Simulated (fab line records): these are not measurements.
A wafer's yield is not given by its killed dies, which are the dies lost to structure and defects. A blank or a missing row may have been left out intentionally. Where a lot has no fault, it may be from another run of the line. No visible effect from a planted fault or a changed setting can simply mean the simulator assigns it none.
fab line records | flow nand_harc
[record] lots = 6 wafers = 18 last_day = 33
route steps=1302 shown A_STAIRCASE@798 END@1302
lots untouched by any fault: they come from a run of this same line in which no faults occurred
start_h: the number of hours between the record's first day and the start of the first shown wafer of the lot | wait_h: hours from the lot's prior step to this one | " the same as in the row above | L1.1+2: a row that stands for several wafers | - either no value or no given start | * or withheld: withheld | < > ~ a bound
route shown NAME@n: NAME is a module with steps in the file, n the number in the route of the first one | usual: the fault-free wafers' mean and standard deviation | same: alike in all rows | chamber/n: place in a boat | sites: the reading at each site | _std_site: standard deviation of those values | _edge_site: outer sites' mean less inner sites' | radius_mm: how far each site lies from the wafer's centre | mask NAME#n: copy n | behind: the most recent tool/chamber to have shaped the wafer | hold: why the lot was held/for how many hours/how that ended | device: transistor that didn't switch, given as n, p or np | end of line: at the end of the route, the tests of the same wafers | for a step that has no rows: nothing shown but its recipe | killed: at the first sort, the dies lost to defects and structure; wafer yield is something else | map: shows each die of a wafer: x if killed, . if not, _ if none is there
set.NAME: setting as actually run; set.NAME@STEP: the setting as run at that earlier step | model.NAME: the simulator's own value behind a step, which no gauge read
lots seen at some steps along the route; tables by step, rows by wafer
services: the hour from which a tool's chamber was out of use, counted from the record's first day as start_h (under 0 if before that day), plus the number of hours and why
[[steps]]
[step NHARC_A_STAIRCASE_HMDS_282]
[recipe] time_s = 30
[step NHARC_A_STAIRCASE_COAT_283]
[recipe] spin_rpm = 1200
[step NHARC_A_STAIRCASE_SOFTBAKE_284]
[recipe] temp_c = 135 time_s = 170
[step NHARC_A_STAIRCASE_EBR_285]
[step NHARC_A_STAIRCASE_EXPOSE_286]
[recipe] na = 0.5 dose_mj = 25.01 mask_id = CHOP_100
[step NHARC_A_STAIRCASE_PEB_287]
[recipe] peb_temp_c = 115 peb_time_s = 130
[step NHARC_A_STAIRCASE_DEVELOP_288]
[recipe] time_s = 140
[step NHARC_A_STAIRCASE_HARDBAKE_290]
[recipe] temp_c = 120 time_s = 140
[step NHARC_A_STAIRCASE_DESCUM_291]
[recipe] time_s = 3 o2_flow_sccm = 200 ar_flow_sccm = 0 bias_power_w = 0 chemistry = O2
[step NHARC_A_STAIRCASE_ETCH_292]
[recipe] cf4_flow_sccm = 100 chf3_flow_sccm = 30 ar_flow_sccm = 0 rf_w = 500 bias_w = 200 chemistry = CF4/CHF3
[usual] cf4_flow_sccm = 100.0/0.31 drypump_motor_current_A = 5.6/0.42 oes_product_au = 0.934/0.022 rf_vpp_V = 370.7/2.1 showerhead_plenum_p_Torr = 1.58/0.053 throttle_valve_pct = 16.802/0.0091
// columns lot.wafer tool chamber start_h wait_h cf4_flow_sccm drypump_motor_current_A oes_product_au rf_hours_counter_h rf_vpp_V showerhead_plenum_p_Torr throttle_valve_pct
L134.3 rie_diel-07 0 401.63 0.1 99.8 6.1 0.909 27 374.9 1.66 16.808
L134.2 " 2 " " 100.0 5.2 0.919 31 372.3 1.63 16.793
L134.4 " 3 " " 99.9 5.3 0.911 30 368.8 1.55 16.794
L142.2 rie_diel-07 3 453.22 0.1 99.1 5.3 0.910 42 370.3 1.55 16.799
L142.4 " 1 " " 100.0 5.0 0.915 41 372.3 1.61 16.796
L142.5 " 3 " " 99.8 5.2 0.910 - 368.7 1.55 16.814
L143.2 rie_diel-07 1 467.91 0.1 100.3 5.0 0.949 46 372.5 1.61 16.788
L143.6 " 3 " " 99.8 5.3 0.959 - 370.1 1.55 16.797
L143.5 " 0 " " 100.4 6.1 0.964 - 374.3 1.66 16.794
L145.2 rie_diel-07 0 483.90 0.1 99.8 6.1 0.948 1 374.0 1.66 16.809
L145.1 " 1 " " 99.8 5.0 0.955 1 371.5 1.61 16.805
L145.4 " 2 " " 100.5 5.2 0.971 1 371.1 1.62 16.794
L155.2 rie_diel-08 2 584.67 0.2 99.3 5.4 0.909 8 369.6 1.55 16.791
L155.6 " 3 " " 100.6 5.5 0.921 - 366.4 1.47 16.804
L155.5 " 0 " " 100.1 5.2 0.924 - 370.1 1.56 16.797
L156.4 rie_diel-08 2 595.32 0.1 100.3 5.4 0.926 10 367.9 1.55 16.806
L156.2 " 0 " " 100.1 5.2 0.952 9 369.6 1.56 16.796
L156.6 " 3 " " 100.2 5.5 0.925 - 368.4 1.47 16.800
[step NHARC_A_STAIRCASE_HM_OPEN_460]
[recipe] o2_flow_sccm = 400 cos_flow_sccm = 20 ar_flow_sccm = 0 rf_w = 500 bias_w = 300 chemistry = O2/COS
[usual] drypump_motor_current_A = 5.6/0.42 oes_product_au = 0.997/0.012 rf_vpp_V = 467.3/2.4 showerhead_plenum_p_Torr = 3.13/0.11 throttle_valve_pct = 28.328/0.0098
// columns lot.wafer tool chamber start_h wait_h drypump_motor_current_A oes_product_au rf_hours_counter_h rf_vpp_V showerhead_plenum_p_Torr throttle_valve_pct
L134.3 rie_diel-07 3 - - 5.3 0.982 30 466.3 3.08 28.332
L134.4 " 0 " " 6.2 0.988 27 472.1 3.30 28.332
L134.2 " 1 " " 5.0 0.994 29 467.9 3.20 28.341
L142.4 rie_diel-07 1 - - 5.0 0.984 41 468.7 3.19 28.313
L142.2 " 3 " " 5.3 0.984 42 465.3 3.07 28.334
L142.5 " 1 " " 5.0 0.988 - 468.8 3.19 28.332
L143.2 rie_diel-07 3 - - 5.3 0.983 50 465.4 3.07 28.340
L143.6 " 3 " " 5.3 0.994 - 465.7 3.07 28.330
L143.5 " 0 " " 6.2 0.983 - 471.0 3.29 28.336
L145.4 rie_diel-07 2 - - 5.2 0.991 1 468.2 3.22 28.328
L145.1 " 3 " " 5.2 0.996 1 465.3 3.07 28.334
L145.2 " 1 " " 5.0 0.995 1 468.7 3.19 28.333
L155.2 rie_diel-08 1 - - 5.8 1.013 7 469.0 3.15 28.342
L155.5 " 2 " " 5.4 0.995 - 465.3 3.07 28.335
L155.6 " 3 " " 5.5 0.994 - 463.1 2.92 28.309
L156.4 rie_diel-08 3 - - 5.6 0.998 10 462.1 2.91 28.319
L156.2 " 0 " " 5.2 1.020 9 467.1 3.09 28.317
L156.6 " 3 " " 5.5 0.988 - 465.1 2.91 28.343
[step NHARC_A_STAIRCASE_STRIP_461]
[recipe] o2_flow_sccm = 400 cos_flow_sccm = 20 ar_flow_sccm = 0 bias_w = 0 chemistry = O2/COS
// columns lot.wafer tool chamber start_h wait_h
L134.2+3+4 rie_diel-07 3,0,1 402.11 -
L142.4+2+5 rie_diel-07 1,0,2 453.67 -
L143.2+6+5 rie_diel-07 2,2,3 468.28 -
L145.1+2+4 rie_diel-07 3,0,1 484.28 -
L155.2+5+6 rie_diel-08 2,1,2 585.03 -
L156.4+2+6 rie_diel-08 1,2,0 595.72 -
[step NHARC_A_STAIRCASE_ETCH_452]
[recipe] target_depth_a = 300 overetch_a = 30 time_s = 16.5 ion_energy_ev = 100 cf4_flow_sccm = 80 o2_flow_sccm = 20 ar_flow_sccm = 0 rf_w = 300 bias_w = 100 chemistry = CF4/O2
[usual] cf4_flow_sccm = 79.98/0.24 drypump_motor_current_A = 5.6/0.43 oes_f_703_au = 1.000/0.0044 oes_o_777_au = 1.001/0.0048 oes_product_au = 0.996/0.01 rf_vpp_V = 197.8/1.3 showerhead_plenum_p_Torr = 1.34/0.046 throttle_valve_pct = 13.399/0.0085
// columns lot.wafer tool chamber start_h wait_h cf4_flow_sccm drypump_motor_current_A oes_f_703_au oes_o_777_au oes_product_au rf_hours_counter_h rf_vpp_V showerhead_plenum_p_Torr throttle_valve_pct
L134.4 rie_diel-07 1 - - 79.93 5.0 0.999 1.002 1.000 29 199.6 1.37 13.392
L134.3 " 3 " " 80.02 5.3 0.994 1.002 0.988 30 197.9 1.31 13.391
L134.2 " 0 " " 79.56 6.1 0.999 0.997 0.987 27 199.7 1.41 13.401
L142.4 rie_diel-07 0 - - 79.32 6.2 1.001 1.008 0.987 40 198.9 1.41 13.403
L142.2 " 1 " " 80.33 5.0 1.005 1.008 0.981 41 198.4 1.37 13.409
L142.5 " 2 " " 80.26 5.2 0.996 1.004 0.993 - 198.4 1.38 13.395
L143.2 rie_diel-07 0 - - 79.87 6.2 1.002 1.012 0.986 47 200.4 1.41 13.410
L143.6 " 2 " " 79.71 5.2 1.003 1.005 0.988 - 199.5 1.38 13.393
L143.5 " 3 " " 80.11 5.3 1.000 0.996 0.976 - 197.3 1.31 13.395
L145.4 rie_diel-07 1 - - 80.14 5.0 1.006 0.997 0.987 1 197.2 1.36 13.393
L145.1 " 3 " " 79.78 5.3 0.985 0.992 0.991 1 196.0 1.31 13.422
L145.2 " 0 " " 79.72 6.1 1.001 1.008 0.998 1 198.5 1.41 13.400
L155.2 rie_diel-08 2 - - 80.11 5.4 0.998 0.999 0.976 8 197.3 1.31 13.402
L155.6 " 1 " " 79.97 5.7 0.993 1.010 1.003 - 198.8 1.35 13.394
L155.5 " 2 " " 80.04 5.4 0.997 1.001 0.990 - 196.8 1.31 13.375
L156.2 rie_diel-08 2 - - 79.76 5.4 1.000 0.998 0.992 11 197.2 1.31 13.389
L156.4 " 1 " " 79.88 5.8 0.998 0.998 1.007 9 197.3 1.35 13.402
L156.6 " 2 " " 80.13 5.4 1.002 1.015 0.994 - 197.2 1.31 13.397
[step NHARC_A_STAIRCASE_ETCH_294]
[recipe] target_depth_a = 49890 time_s = 1211.6 ion_energy_ev = 800 c4f8_flow_sccm = 80 o2_flow_sccm = 60 ar_flow_sccm = withheld rf_w = 600 bias_w = 3000 chemistry = C4F8/O2/Ar
[usual] oes_product_au = 0.930/0.011 rf_vpp_V = 1827/8.5
// columns lot.wafer tool chamber start_h wait_h oes_product_au rf_hours_counter_h rf_vpp_V
L134.3 rie_diel-07 1 - - 0.922 29 1832
L134.4 " 2 " " 0.920 32 1836
L134.2 " 3 " " 0.917 30 1823
L142.2 rie_diel-07 3 - - 0.909 43 1823
L142.4 " 2 " " 0.918 46 1834
L142.5 " 3 " " 0.927 - 1823
L143.2 rie_diel-07 3 - - 0.933 50 1822
L143.6 " 3 " " 0.932 - 1821
L143.5 " 0 " " 0.931 - 1840
L145.1 rie_diel-07 0 - - 0.926 1 1841
L145.2 " 1 " " 0.936 1 1831
L145.4 " 2 " " 0.940 1 1835
L155.2 rie_diel-08 0 - - 0.949 7 1824
L155.6 " 1 " " 0.932 - 1830
L155.5 " 2 " " 0.915 - 1821
L156.4 rie_diel-08 3 - - 0.936 11 1810
L156.2 " 2 " " 0.930 11 1822
L156.6 " 3 " " 0.928 - 1810
[step NHARC_A_STAIRCASE_STRIP_295]
[recipe] o2_flow_sccm = 500 ar_flow_sccm = 0 bias_w = 0 chemistry = O2
[step NHARC_A_STAIRCASE_STRIP_296]
[recipe] time_s = 900 temp_c = 130 chemistry = SPM
[step NHARC_A_STAIRCASE_PRECLEAN_297]
[recipe] time_s = * temp_c = 50 bath_age_min = 0 chemistry = SC1
[step NHARC_A_STAIRCASE_SRD_298]
[step NHARC_A_STAIRCASE_HM_DEP_462]
[recipe] target_thk_a = 8000 temp_c = 400 material = aC
[step NHARC_A_STAIRCASE_DEP_301]
[recipe] target_thk_a = 300 target_thk_nm = 30 temp_c = 400 pressure_torr = 3.5 flow_sccm = 200 rf_w = 350 material = SiON
[step NHARC_A_STAIRCASE_DEHYDRATE_302]
[recipe] temp_c = 150 time_s = 120
[step NHARC_A_STAIRCASE_HMDS_303]
[recipe] time_s = 30
[step NHARC_A_STAIRCASE_COAT_304]
[recipe] spin_rpm = 1200
[step NHARC_A_STAIRCASE_SOFTBAKE_305]
[recipe] temp_c = 135 time_s = 170
[step NHARC_A_STAIRCASE_EBR_306]
[step NHARC_A_STAIRCASE_EXPOSE_307]
[recipe] na = 0.5 dose_mj = 45.72 mask_id = CHOP_50
[step NHARC_A_STAIRCASE_PEB_308]
[recipe] peb_temp_c = 115 peb_time_s = 130
[step NHARC_A_STAIRCASE_DEVELOP_309]
[recipe] time_s = 140
[step NHARC_A_STAIRCASE_HARDBAKE_311]
[recipe] temp_c = 120 time_s = 140
[step NHARC_A_STAIRCASE_DESCUM_312]
[recipe] time_s = 3 o2_flow_sccm = 200 ar_flow_sccm = 0 bias_power_w = 0 chemistry = O2
[step NHARC_A_STAIRCASE_ETCH_313]
[recipe] cf4_flow_sccm = 100 chf3_flow_sccm = 30 ar_flow_sccm = 0 rf_w = 500 bias_w = 200 chemistry = CF4/CHF3
[step NHARC_A_STAIRCASE_HM_OPEN_463]
[recipe] o2_flow_sccm = 400 cos_flow_sccm = 20 ar_flow_sccm = 0 rf_w = 500 bias_w = 300 chemistry = O2/COS
[step NHARC_A_STAIRCASE_STRIP_464]
[recipe] o2_flow_sccm = 400 cos_flow_sccm = 20 ar_flow_sccm = 0 bias_w = 0 chemistry = O2/COS
[step NHARC_A_STAIRCASE_ETCH_453]
[recipe] target_depth_a = 300 overetch_a = 30 time_s = 16.5 ion_energy_ev = 100 cf4_flow_sccm = 80 o2_flow_sccm = 20 ar_flow_sccm = 0 rf_w = 300 bias_w = 100 chemistry = CF4/O2
[step NHARC_A_STAIRCASE_ETCH_315]
[recipe] target_depth_a = 25000 time_s = 607.1 ion_energy_ev = 800 c4f8_flow_sccm = 80 o2_flow_sccm = 60 ar_flow_sccm = withheld rf_w = 600 bias_w = 3000 chemistry = C4F8/O2/Ar
[usual] oes_product_au = 0.927/0.011 rf_vpp_V = 1829/7.8
// columns lot.wafer tool chamber start_h wait_h oes_product_au rf_hours_counter_h rf_vpp_V
L134.2 rie_diel-06 1 - - 0.955 35 1826
L134.3 " 2 " " 0.922 35 1821
L134.4 " 0 " " 0.932 36 1842
L142.4 rie_diel-07 3 - - 0.923 44 1824
L142.2 " 0 " " 0.920 42 1841
L142.5 " 2 " " 0.919 - 1834
L143.2 rie_diel-06 0 - - 0.920 63 1840
L143.5 " 1 " " 0.936 - 1822
L143.6 " 2 " " 0.918 - 1821
L145.2 rie_diel-07 1 - - 0.924 2 1831
L145.4 " 2 " " 0.926 2 1836
L145.1 " 3 " " 0.924 2 1821
L155.2 rie_diel-07 2 - - 0.936 37 1833
L155.5 " 1 " " 0.924 - 1831
L155.6 " 2 " " 0.936 - 1832
L156.4 rie_diel-06 1 - - 0.943 37 1822
L156.2 " 2 " " 0.921 41 1818
L156.6 " 3 " " 0.936 - 1821
[step NHARC_A_STAIRCASE_STRIP_316]
[recipe] o2_flow_sccm = 500 ar_flow_sccm = 0 bias_w = 0 chemistry = O2
[step NHARC_A_STAIRCASE_STRIP_317]
[recipe] time_s = 900 temp_c = 130 chemistry = SPM
[step NHARC_A_STAIRCASE_PRECLEAN_318]
[recipe] time_s = * temp_c = 50 bath_age_min = 0 chemistry = SC1
[step NHARC_A_STAIRCASE_SRD_329]
[step NHARC_END_SORT_01]
[recipe] temp_c = 25
[usual] killed_at_array = 58/20 killed_at_other = 1.0/1.2 killed_at_periphery = 4.1/3 killed_dies = 63/20 killed_open = 3.2/1.7 killed_short = 2.5/1.5
[same] gross_dies = 677
// columns lot.wafer tool chamber start_h wait_h killed_at_array killed_at_other killed_at_periphery killed_dies killed_open killed_short
L143.2 prober-02 0 648.64 2.8 675 0 2 677 4 2
L143.5 prober-02 0 651.05 3.7 675 1 1 677 4 2
L143.6 prober-02 0 651.85 4.0 674 0 3 677 4 1
L145.1 prober-01 0 667.51 2.5 668 0 9 677 1 2
L145.2 prober-01 0 668.31 2.8 670 2 5 677 4 3
L145.4 prober-01 0 669.90 3.4 672 0 5 677 5 4
// killed by level:class
L143.2 A_STAIRCASE:area_strip=618 A_CHANNEL_HOLE_D1:chamber_film_flake=26 A_CHANNEL_HOLE_D2:chamber_film_flake=15 A_STAIRCASE:chamber_film_flake=4 A_CHANNEL_FILL_D2:chamber_film_flake=2 A_CONTACT:chamber_film_flake=2 P_CONTACT:geometric_particle:open=1 A_ONON_D1:geometric_particle:short=1
L143.5 A_STAIRCASE:area_strip=620 A_CHANNEL_HOLE_D1:chamber_film_flake=22 A_CHANNEL_HOLE_D2:chamber_film_flake=15 A_CONTACT:chamber_film_flake=7 A_CHANNEL_HOLE_D1:geometric_particle:short=2 A_ZERO_WELL:chamber_film_flake=2 A_CHANNEL_FILL_D2:chamber_film_flake=2 P_CONTACT:geometric_particle:open=1
L143.6 A_STAIRCASE:area_strip=619 A_CHANNEL_HOLE_D1:chamber_film_flake=27 A_CHANNEL_HOLE_D2:chamber_film_flake=15 A_CONTACT:chamber_film_flake=3 P_GATE:chamber_film_flake=2 A_SGD_CUT:chamber_film_flake=2 A_ONON_D1:geometric_particle:open=1 A_ONON_D1:geometric_particle:short=1
L145.1 A_STAIRCASE:area_strip=601 A_SLIT:chamber_film_flake=32 A_CHANNEL_HOLE_D2:chamber_film_flake=12 A_CHANNEL_HOLE_D1:chamber_film_flake=8 A_CONTACT:chamber_film_flake=8 P_STI:chamber_film_flake=6 A_STAIRCASE:chamber_film_flake=4 P_CONTACT:geometric_particle:short=1
L145.2 A_STAIRCASE:area_strip=601 A_SLIT:chamber_film_flake=35 A_CHANNEL_HOLE_D2:chamber_film_flake=11 A_CONTACT:chamber_film_flake=8 A_CHANNEL_HOLE_D1:chamber_film_flake=6 A_ONON_D2:geometric_particle:open=2 P_ZERO_WELL:chamber_film_flake=2 THIN_TSV:chamber_film_flake=2
L145.4 A_STAIRCASE:area_strip=600 A_SLIT:chamber_film_flake=33 A_CHANNEL_HOLE_D2:chamber_film_flake=16 A_STAIRCASE:chamber_film_flake=5 A_CHANNEL_HOLE_D1:chamber_film_flake=4 P_STI:chamber_film_flake=3 A_CONTACT:chamber_film_flake=3 A_CHANNEL_FILL_D1:geometric_particle:short=2
// map L143.2 (x killed, . not)
____________x____________
_________xxxxxxx_________
_______xxxxxxxxxxx_______
______xxxxxxxxxxxxx______
_____xxxxxxxxxxxxxxx_____
____xxxxxxxxxxxxxxxxx____
____xxxxxxxxxxxxxxxxx____
___xxxxxxxxxxxxxxxxxxx___
___xxxxxxxxxxxxxxxxxxx___
__xxxxxxxxxxxxxxxxxxxxx__
__xxxxxxxxxxxxxxxxxxxxx__
_xxxxxxxxxxxxxxxxxxxxxxx_
_xxxxxxxxxxxxxxxxxxxxxxx_
_xxxxxxxxxxxxxxxxxxxxxxx_
_xxxxxxxxxxxxxxxxxxxxxxx_
_xxxxxxxxxxxxxxxxxxxxxxx_
xxxxxxxxxxxxxxxxxxxxxxxxx
xxxxxxxxxxxxxxxxxxxxxxxxx
xxxxxxxxxxxxxxxxxxxxxxxxx
xxxxxxxxxxxxxxxxxxxxxxxxx
xxxxxxxxxxxxxxxxxxxxxxxxx
_xxxxxxxxxxxxxxxxxxxxxxx_
_xxxxxxxxxxxxxxxxxxxxxxx_
_xxxxxxxxxxxxxxxxxxxxxxx_
_xxxxxxxxxxxxxxxxxxxxxxx_
_xxxxxxxxxxxxxxxxxxxxxxx_
__xxxxxxxxxxxxxxxxxxxxx__
__xxxxxxxxxxxxxxxxxxxxx__
___xxxxxxxxxxxxxxxxxxx___
___xxxxxxxxxxxxxxxxxxx___
____xxxxxxxxxxxxxxxxx____
____xxxxxxxxxxxxxxxxx____
_____xxxxxxxxxxxxxxx_____
______xxxxxxxxxxxxx______
_______xxxxxxxxxxx_______
_________xxxxxxx_________
____________x____________
// map L145.1 (x killed, . not)
____________x____________
_________xxxxxxx_________
_______xxxxxxxxxxx_______
______xxxxxxxxxxxxx______
_____xxxxxxxxxxxxxxx_____
____xxxxxxxxxxxxxxxxx____
____xxxxxxxxxxxxxxxxx____
___xxxxxxxxxxxxxxxxxxx___
___xxxxxxxxxxxxxxxxxxx___
__xxxxxxxxxxxxxxxxxxxxx__
__xxxxxxxxxxxxxxxxxxxxx__
_xxxxxxxxxxxxxxxxxxxxxxx_
_xxxxxxxxxxxxxxxxxxxxxxx_
_xxxxxxxxxxxxxxxxxxxxxxx_
_xxxxxxxxxxxxxxxxxxxxxxx_
_xxxxxxxxxxxxxxxxxxxxxxx_
xxxxxxxxxxxxxxxxxxxxxxxxx
xxxxxxxxxxxxxxxxxxxxxxxxx
xxxxxxxxxxxxxxxxxxxxxxxxx
xxxxxxxxxxxxxxxxxxxxxxxxx
xxxxxxxxxxxxxxxxxxxxxxxxx
_xxxxxxxxxxxxxxxxxxxxxxx_
_xxxxxxxxxxxxxxxxxxxxxxx_
_xxxxxxxxxxxxxxxxxxxxxxx_
_xxxxxxxxxxxxxxxxxxxxxxx_
_xxxxxxxxxxxxxxxxxxxxxxx_
__xxxxxxxxxxxxxxxxxxxxx__
__xxxxxxxxxxxxxxxxxxxxx__
___xxxxxxxxxxxxxxxxxxx___
___xxxxxxxxxxxxxxxxxxx___
____xxxxxxxxxxxxxxxxx____
____xxxxxxxxxxxxxxxxx____
_____xxxxxxxxxxxxxxx_____
______xxxxxxxxxxxxx______
_______xxxxxxxxxxx_______
_________xxxxxxx_________
____________x____________
[[services]]
// columns tool chamber start_h hours kind
rie_diel-08 2 393.50 11.2 repair
rie_diel-08 0 393.82 3.0 repair
rie_diel-07 0 401.36 - clean
rie_diel-07 1 401.36 - clean
rie_diel-07 2 401.36 - clean
rie_diel-07 3 401.36 - clean
rie_diel-08 1 416.73 3.3 repair
rie_diel-07 0 425.86 - clean
rie_diel-07 1 425.86 - clean
rie_diel-07 2 425.86 - clean
rie_diel-07 3 425.86 - clean
rie_diel-07 1 442.29 7.0 repair
rie_diel-07 0 450.61 - clean
rie_diel-07 1 450.61 - clean
rie_diel-07 2 450.61 - clean
rie_diel-07 - 471.29 9.0 pm
rie_diel-06 - 484.74 9.0 pm
rie_diel-08 1 507.94 34.1 repair
rie_diel-08 - 510.07 0.4 repair
rie_diel-08 - 548.92 9.0 pm
rie_diel-06 - 552.38 2.1 repair
rie_diel-06 3 573.18 5.0 repair
rie_diel-08 - 590.30 1.9 repair
rie_diel-08 1 597.98 6.9 repair
[[key]]
[first_sign] step = NHARC_END_SORT_01 reading = killed_dies direction = up sigmas = 31 usual = 63 struck = 677
[effect] step = NHARC_END_SORT_01 reading = killed_at_array direction = up sigmas = 31 usual = 58 struck = 672
[more_kills_born_at] NHARC_A_STAIRCASE_STRIP_461@rie_diel-07 = 3658
met_at NHARC_A_STAIRCASE_STRIP_461
struck_wafers L143.2,L143.5,L143.6,L145.1,L145.2,L145.4
later_rows_left_out L143.2,L143.5,L143.6,L145.1,L145.2,L145.4
tester_left_out L143,L145
onset_between 453.67 468.28
also_fits NHARC_A_STAIRCASE_ETCH_292:rie_diel-07,NHARC_A_STAIRCASE_HM_OPEN_460:rie_diel-07,NHARC_A_STAIRCASE_ETCH_452:rie_diel-07,NHARC_A_STAIRCASE_ETCH_294:rie_diel-07
[fault] kind = skipped_step_whole tool = rie_diel-07 chamber = - onset_h = 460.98 steps = NHARC_A_STAIRCASE_STRIP_461 scope = struck_lots_only
// tester_left_out: of these lots the tester's yield and bins aren't shown, on N5 and GAA mostly nor the transistor test; their killed dies are dies lost to structure and defects alone, not to doping, threshold or leakage, so they don't give the yield
// later_rows_left_out: the simulator's readings of these wafers behind a module that went badly wrong aren't trusted and aren't shown, but for the sort
